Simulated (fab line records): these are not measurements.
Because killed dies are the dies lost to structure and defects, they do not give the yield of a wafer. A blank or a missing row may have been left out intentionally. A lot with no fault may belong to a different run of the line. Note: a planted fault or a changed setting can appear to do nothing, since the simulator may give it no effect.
Matching of chambers	flow nand_harc	NHARC_A_STAIRCASE_ALD_420 on ald_hk-04: 4 sister chambers
The step deposits SiO2, target thk 20 nm, pulse time 6 s, ald cycles 200. 18 wafers are shown with their chamber, then 9 later ones without.

EACH WAFER AND ITS CHAMBER
wafer	chamber	heater_power_w (W)	susceptor_temp_C (C)	precursor_pulse_height_rel
L074.2	0	450	300.02	0.984
L074.5	0	448	299.86	0.991
L074.6	3	412	299.81	0.983
L075.1	0	453	300.15	1.010
L075.3	1	479	299.70	0.959
L075.5	0	453	300.33	1.006
L077.2	3	426	299.74	0.965
L077.3	1	471	299.92	0.983
L077.6	0	452	300.19	1.009
L080.1	0	381	299.91	0.958
L080.4	2	427	300.11	0.996
L080.6	0	401	299.85	1.022
L084.3	0	380	300.14	0.989
L084.4	3	419	300.23	1.002
L084.5	0	386	300.12	1.012
L088.1	3	413	299.92	1.009
L088.4	2	426	300.16	1.034
L088.5	1	493	300.01	1.040

SIGNATURES (averages over the wafers above)
reading	chamber 0	chamber 1	chamber 2	chamber 3	scatter within a chamber
heater_power_w	422.67	481.00	426.50	417.50	26.5
susceptor_temp_C	300.0633	299.8767	300.1350	299.9250	0.171
precursor_pulse_height_rel	0.99789	0.99400	1.01500	0.98975	0.0245
Rule: for each reading, subtract the chamber's mean from the wafer's reading, divide by that reading's scatter and square the result; add these up over the readings and take the root, which gives the wafer's distance from the chamber. If the next closest chamber is less than 2 further off than the closest, the wafer can't be placed; otherwise it belongs to the closest. The scatter: the root of (the sum of the squares of (reading less its chamber's mean) over the shown wafers, divided by (wafers less chambers)).

WAFERS MISSING THEIR CHAMBER
wafer	heater_power_w (W)	susceptor_temp_C (C)	precursor_pulse_height_rel
L091.2	504	300.07	0.976
L091.4	433	299.96	0.986
L091.5	511	299.90	0.989
L095.2	515	300.08	0.971
L095.3	418	299.89	1.009
L095.6	520	300.17	1.015
L096.2	426	300.23	0.993
L096.3	512	299.85	0.982
L096.5	444	300.05	0.984

CHAMBER TAKEN BY EACH
wafer	from the rows above	in truth
L091.2	can't be placed: 1 or 0 or 2 or 3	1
L091.4	can't be placed: 3 or 0 or 2 or 1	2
L091.5	1	1
L095.2	can't be placed: 1 or 0 or 2 or 3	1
L095.3	can't be placed: 3 or 0 or 2 or 1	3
L095.6	can't be placed: 1 or 2 or 0 or 3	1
L096.2	can't be placed: 0 or 2 or 3 or 1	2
L096.3	1	1
L096.5	can't be placed: 0 or 3 or 2 or 1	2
Placed correctly: 2 of 9. Not placeable from these rows: 7 (in 7, the candidates include the true chamber). 0 placed wrongly.
